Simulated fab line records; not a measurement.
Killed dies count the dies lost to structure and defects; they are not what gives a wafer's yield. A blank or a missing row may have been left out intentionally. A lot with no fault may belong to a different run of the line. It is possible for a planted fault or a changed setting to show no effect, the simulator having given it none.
fab line records | flow nand_harc | part 2 of 2: steps 5 to 6 of 6
[record] lots = 23 wafers = 69 last_day = 33
route steps=1302 shown A_STAIRCASE@719
lots that met no fault: from a run of the same line without faults
start_h: hours from the record's first day to the start of the lot's first wafer shown | wait_h: time in hours since the lot's previous step | " repeats the value in the row above | L1.1+2: a row that stands for several wafers | - no value present, or no start provided | * or withheld: withheld | < > ~ a bound
route shown NAME@n: NAME is a module with steps in the file, n the number in the route of the first one | usual: mean/standard deviation taken from wafers without a fault | same: alike in all rows | chamber/n: place in a boat | sites: the reading at each site | _std_site: the standard deviation of these | _edge_site: inner sites' mean taken away from outer sites' mean | radius_mm: how far each site lies from the wafer's centre | mask NAME#n: copy n | behind: tool/chamber where the wafer was last shaped | hold: why the lot went on hold/how many hours it stayed there/how the hold came to an end | device: whichever transistor did not switch (one of n, p or np) | end of line: at the end of the route, the tests of the same wafers | where a step has no rows: the recipe by itself | killed: at the first sort, the dies lost to defects and structure; wafer yield is something else | map: a wafer's dies, marking killed ones x, the rest . and places with no die _
set.NAME: setting as actually run; set.NAME@STEP: the setting as run at that earlier step | model.NAME: the simulator's own value behind a step, which no gauge read
a sample of lots followed through the steps of the route, with each step as a table and each wafer as a row
services: the hour from which a tool's chamber was out of use, counted from the record's first day as start_h (under 0 if before that day), plus the number of hours and why
[[steps]]
[step NHARC_A_STAIRCASE_DESCUM_291]
[recipe] time_s = 3 o2_flow_sccm = 200 ar_flow_sccm = 0 bias_power_w = 0 chemistry = O2
[usual] drypump_motor_current_A = 5.7/0.53 oes_product_au = 1.002/0.0085 rf_vpp_V = 57.7/0.83 showerhead_plenum_p_Torr = 1.89/0.058 throttle_valve_pct = 11.311/0.0087
// columns lot.wafer tool chamber start_h wait_h drypump_motor_current_A oes_product_au rf_hours_counter_h rf_vpp_V showerhead_plenum_p_Torr throttle_valve_pct
L074.1 rie_diel-12 0 381.71 - 6.1 0.994 29 58.5 1.87 11.339
L074.4 " 2 " " 5.8 0.997 30 58.4 1.92 11.303
L074.5 " 1 " " 5.9 0.998 - 58.2 1.90 11.298
L075.4 rie_diel-10 2 389.88 - 5.9 0.988 54 58.5 1.99 11.300
L075.1 " 3 " " 5.0 0.998 55 57.4 1.95 11.301
L075.5 " 2 " " 5.9 0.991 - 58.4 1.99 11.307
L078.4 rie_diel-10 1 413.86 - 6.5 1.014 62 57.3 1.90 11.303
L078.2 " 2 " " 6.0 1.001 62 57.9 1.99 11.317
L078.3 " 3 " " 5.0 1.006 64 57.2 1.95 11.305
L076.1 rie_diel-10 0 417.08 - 5.6 1.015 66 56.8 1.78 11.315
L076.3 " 3 " " 5.0 1.006 66 58.2 1.95 11.320
L076.5 " 0 " " 5.6 1.007 - 57.2 1.78 11.298
L077.1 rie_diel-06 2 421.79 - 4.6 1.015 30 59.1 1.94 11.312
L077.3 " 1 " " 6.0 1.016 37 57.9 1.81 11.305
L077.4 " 3 " " 5.3 0.997 - 57.9 1.88 11.315
L079.1 rie_diel-06 1 423.84 - 6.0 1.014 38 57.6 1.81 11.307
L079.4 " 2 " " 4.6 1.006 - 58.1 1.94 11.334
L079.6 " 3 " " 5.3 0.993 - 57.9 1.88 11.310
L080.2 rie_diel-06 1 434.93 - 6.0 1.007 43 57.8 1.80 11.314
L080.4 " 1 " " 6.0 1.002 - 55.7 1.80 11.314
L080.6 " 1 " " 6.0 1.008 - 58.1 1.80 11.319
L081.3 rie_diel-10 2 435.66 - 5.9 1.002 1 58.9 1.98 11.304
L081.2 " 0 " " 5.7 1.013 1 56.9 1.78 11.322
L081.6 " 1 " " 6.5 1.001 - 59.3 1.90 11.307
L084.2 rie_diel-06 2 460.42 - 4.6 0.998 43 56.7 1.94 11.288
L084.1 " 3 " " 5.3 1.000 47 57.6 1.88 11.322
L084.6 " 3 " " 5.3 0.992 - 56.7 1.88 11.311
L082.2 rie_diel-06 2 463.44 - 4.6 1.008 43 58.1 1.94 11.311
L082.6 " 0 " " 6.4 1.006 - 58.5 1.94 11.305
L082.5 " 1 " " 6.0 1.010 - 56.9 1.80 11.316
L083.2 rie_diel-12 2 465.36 - 5.8 0.999 2 58.8 1.91 11.308
L083.4 " 3 " " 6.0 1.009 2 56.8 1.93 11.329
L083.3 " 1 " " 5.9 1.000 2 56.6 1.89 11.303
L086.2 rie_diel-10 0 501.31 - 5.6 1.012 21 57.5 1.77 11.313
L086.4 " 3 " " 5.0 1.003 23 57.5 1.94 11.309
L086.6 " 1 " " 6.5 0.999 - 57.7 1.89 11.306
L085.3 rie_diel-12 2 503.25 - 5.8 1.002 17 57.6 1.90 11.312
L085.1 " 3 " " 6.0 1.001 16 57.1 1.93 11.305
L085.6 " 2 " " 5.8 0.996 - 58.9 1.90 11.316
L087.2 rie_diel-10 0 513.10 - 5.6 1.010 23 57.2 1.77 11.322
L087.4 " 1 " " 6.5 0.997 24 57.6 1.89 11.313
L087.5 " 2 " " 5.9 0.984 - 58.7 1.98 11.307
L088.2 rie_diel-06 3 518.45 - 5.4 1.008 7 57.3 1.87 11.313
L088.3 " 0 " " 6.3 1.011 7 57.2 1.94 11.319
L088.5 " 2 " " 4.6 0.998 - 57.6 1.93 11.301
L089.3 rie_diel-12 3 526.29 - 6.0 1.001 25 56.9 1.93 11.316
L089.2 " 0 " " 6.1 1.012 26 56.5 1.85 11.308
L089.4 " 1 " " 5.9 1.003 24 59.1 1.89 11.313
L091.3 rie_diel-12 1 535.90 - 5.9 0.995 26 56.7 1.88 11.297
L091.2 " 2 " " 5.7 0.995 25 58.2 1.90 11.296
L091.6 " 0 " " 6.1 1.008 - 58.6 1.85 11.312
L090.2 rie_diel-10 3 541.46 - 5.0 0.992 39 59.0 1.93 11.314
L090.3 " 1 " " 6.5 1.000 37 58.4 1.89 11.317
L090.6 " 2 " " 5.9 0.977 - 58.7 1.97 11.312
L093.1 rie_diel-12 3 553.11 - 6.0 1.007 32 58.5 1.92 11.307
L093.4 " 0 " " 6.1 1.000 32 59.3 1.85 11.301
L093.5 " 2 " " 5.8 0.993 - 58.3 1.90 11.309
L094.4 rie_diel-06 3 583.48 - 5.3 1.011 32 58.2 1.86 11.326
L094.5 " 1 " " 6.0 1.002 - 57.9 1.79 11.306
L094.6 " 2 " " 4.6 1.016 - 58.1 1.92 11.330
L095.3 rie_diel-06 0 585.18 - 6.4 1.006 33 56.0 1.93 11.310
L095.2 " 2 " " 4.6 1.013 35 56.0 1.92 11.309
L095.1 " 3 " " 5.3 1.016 33 58.4 1.86 11.309
L096.1 rie_diel-10 0 592.75 - 5.6 1.012 50 56.0 1.77 11.314
L096.2 " 2 " " 5.9 0.981 64 58.5 1.96 11.325
L096.6 " 0 " " 5.6 1.006 - 57.2 1.77 11.308
L097.1 rie_diel-12 0 609.51 - 6.1 0.995 50 57.1 1.84 11.313
L097.3 " 2 " " 5.8 0.988 49 57.6 1.89 11.311
L097.5 " 0 " " 6.1 0.997 - 58.6 1.84 11.303
[step NHARC_A_STAIRCASE_HM_OPEN_460]
[recipe] o2_flow_sccm = 400 cos_flow_sccm = 20 ar_flow_sccm = 0 rf_w = 500 bias_w = 300 chemistry = O2/COS
[usual] drypump_motor_current_A = 5.7/0.54 oes_product_au = 1.003/0.0084 rf_vpp_V = 466.3/2 showerhead_plenum_p_Torr = 3.08/0.089 throttle_valve_pct = 28.330/0.0081
// columns lot.wafer tool chamber start_h wait_h drypump_motor_current_A oes_product_au rf_hours_counter_h rf_vpp_V showerhead_plenum_p_Torr throttle_valve_pct
L074.1 rie_diel-12 3 - - 6.0 0.991 30 468.8 3.17 28.320
L074.4 " 2 " " 5.7 1.006 30 466.0 3.13 28.328
L074.5 " 0 " " 6.1 1.002 - 467.0 3.05 28.321
L075.4 rie_diel-10 1 - - 6.5 1.012 53 467.5 3.11 28.318
L075.1 " 2 " " 5.9 1.001 54 470.1 3.24 28.338
L075.5 " 1 " " 6.5 1.014 - 467.6 3.11 28.317
L078.4 rie_diel-10 3 - - 4.9 0.999 64 467.1 3.18 28.322
L078.3 " 0 " " 5.6 1.015 64 463.4 2.92 28.332
L078.2 " 2 " " 5.9 0.994 62 468.4 3.23 28.341
L076.1 rie_diel-10 0 - - 5.6 1.009 66 462.1 2.92 28.335
L076.3 " 2 " " 6.0 0.982 64 469.4 3.23 28.340
L076.5 " 0 " " 5.7 1.007 - 463.2 2.92 28.329
L077.3 rie_diel-06 3 - - 5.3 0.996 40 465.8 3.07 28.328
L077.1 " 1 " " 6.0 1.013 37 463.4 2.96 28.336
L077.4 " 1 " " 6.0 0.998 - 463.5 2.96 28.329
L079.1 rie_diel-06 1 - - 6.0 1.007 38 464.6 2.96 28.329
L079.6 " 3 " " 5.3 1.009 - 465.9 3.07 28.332
L079.4 " 1 " " 6.0 1.009 - 465.2 2.96 28.330
L080.2 rie_diel-06 2 435.29 0.2 4.6 0.998 36 467.6 3.16 28.337
L080.4 " 2 " " 4.6 1.011 - 467.9 3.16 28.340
L080.6 " 1 " " 6.0 1.013 - 464.5 2.95 28.326
L081.2 rie_diel-10 1 - - 6.5 1.002 1 466.2 3.10 28.348
L081.3 " 2 " " 6.0 0.990 1 469.8 3.23 28.319
L081.6 " 0 " " 5.6 1.002 - 463.8 2.92 28.326
L084.2 rie_diel-06 3 - - 5.3 0.993 47 466.6 3.07 28.322
L084.1 " 0 " " 6.4 1.005 24 467.5 3.17 28.338
L084.6 " 3 " " 5.3 0.984 - 466.4 3.06 28.335
L082.2 rie_diel-06 2 - - 4.6 1.007 44 468.0 3.16 28.338
L082.6 " 3 " " 5.4 1.010 - 465.8 3.06 28.329
L082.5 " 0 " " 6.3 1.004 - 468.4 3.17 28.329
L083.2 rie_diel-12 1 - - 5.9 0.984 5 467.7 3.09 28.335
L083.4 " 2 " " 5.7 1.000 6 466.6 3.11 28.333
L083.3 " 3 " " 6.0 1.002 4 468.2 3.15 28.327
L086.4 rie_diel-10 0 - - 5.7 1.002 21 462.0 2.91 28.334
L086.2 " 1 " " 6.5 0.991 22 466.6 3.09 28.341
L086.6 " 0 " " 5.7 1.008 - 463.3 2.91 28.339
L085.3 rie_diel-12 2 - - 5.8 0.989 17 466.5 3.10 28.339
L085.1 " 3 " " 6.0 1.002 16 467.2 3.15 28.318
L085.6 " 0 " " 6.1 0.998 - 464.7 3.03 28.331
L087.2 rie_diel-10 0 - - 5.6 1.016 23 463.1 2.91 28.338
L087.4 " 3 " " 4.9 1.003 26 468.6 3.16 28.312
L087.5 " 0 " " 5.7 1.012 - 462.6 2.91 28.329
L088.2 rie_diel-06 2 - - 4.7 0.998 8 467.2 3.15 28.321
L088.3 " 0 " " 6.4 1.011 7 467.6 3.16 28.322
L088.5 " 3 " " 5.3 1.007 - 467.2 3.06 28.320
L089.4 rie_diel-12 3 - - 6.0 1.006 25 468.1 3.14 28.323
L089.3 " 0 " " 6.1 1.006 26 464.8 3.02 28.340
L089.2 " 2 " " 5.8 0.988 23 466.2 3.10 28.327
L091.2 rie_diel-12 2 - - 5.8 0.993 26 466.7 3.10 28.328
L091.3 " 3 " " 6.0 1.004 28 467.5 3.14 28.318
L091.6 " 1 " " 5.8 1.002 - 467.9 3.08 28.337
L090.2 rie_diel-10 3 - - 5.0 0.991 39 466.6 3.16 28.342
L090.3 " 0 " " 5.6 1.010 34 462.3 2.90 28.337
L090.6 " 2 " " 5.9 0.994 - 469.0 3.21 28.335
L093.4 rie_diel-12 0 - - 6.1 1.013 32 464.3 3.02 28.324
L093.1 " 3 " " 6.0 0.995 32 466.9 3.14 28.334
L093.5 " 0 " " 6.1 1.007 - 465.3 3.02 28.322
L094.4 rie_diel-06 2 - - 4.6 1.005 34 467.1 3.14 28.335
L094.5 " 3 " " 5.3 1.019 - 465.1 3.04 28.328
L094.6 " 0 " " 6.4 1.017 - 468.4 3.15 28.344
L095.1 rie_diel-06 1 - - 6.0 1.008 33 461.9 2.93 28.337
L095.2 " 2 " " 4.6 1.005 35 468.3 3.14 28.328
L095.3 " 0 " " 6.3 1.000 33 468.9 3.15 28.325
L096.2 rie_diel-10 2 - - 6.0 0.990 64 469.1 3.20 28.322
L096.1 " 0 " " 5.6 1.004 50 462.5 2.89 28.330
L096.6 " 3 " " 5.0 0.999 - 469.2 3.15 28.343
L097.3 rie_diel-12 3 - - 6.0 1.008 50 467.1 3.13 28.341
L097.1 " 0 " " 6.1 0.996 50 465.8 3.01 28.324
L097.5 " 3 " " 6.0 1.002 - 466.2 3.13 28.349
[[services]]
// columns tool chamber start_h hours kind
plasma_asher-01 - 342.00 9.0 pm
rie_diel-12 0 353.02 - clean
acl_dep-01 - 368.16 13.0 pm
plasma_asher-02 - 377.13 1.9 repair
rie_diel-06 0 382.08 59.9 repair
rie_diel-06 2 392.11 8.8 repair
rie_diel-10 2 393.98 2.7 repair
plasma_asher-01 - 396.92 2.2 repair
plasma_asher-01 - 401.90 0.7 repair
rie_diel-10 - 419.65 9.0 pm
plasma_asher-02 - 426.08 9.0 pm
rie_diel-06 3 426.35 13.7 repair
acl_dep-02 - 432.83 13.0 pm
rie_diel-12 - 446.86 9.0 pm
rie_diel-06 0 474.62 15.1 repair
acl_dep-03 - 481.75 13.0 pm
rie_diel-06 - 486.56 9.0 pm
plasma_asher-01 - 519.00 9.0 pm
acl_dep-01 - 551.59 13.0 pm
rie_diel-06 3 557.88 3.3 repair
rie_diel-12 0 570.96 13.3 repair
rie_diel-10 - 596.69 9.0 pm
rie_diel-06 0 602.96 9.3 repair
plasma_asher-02 - 603.08 9.0 pm
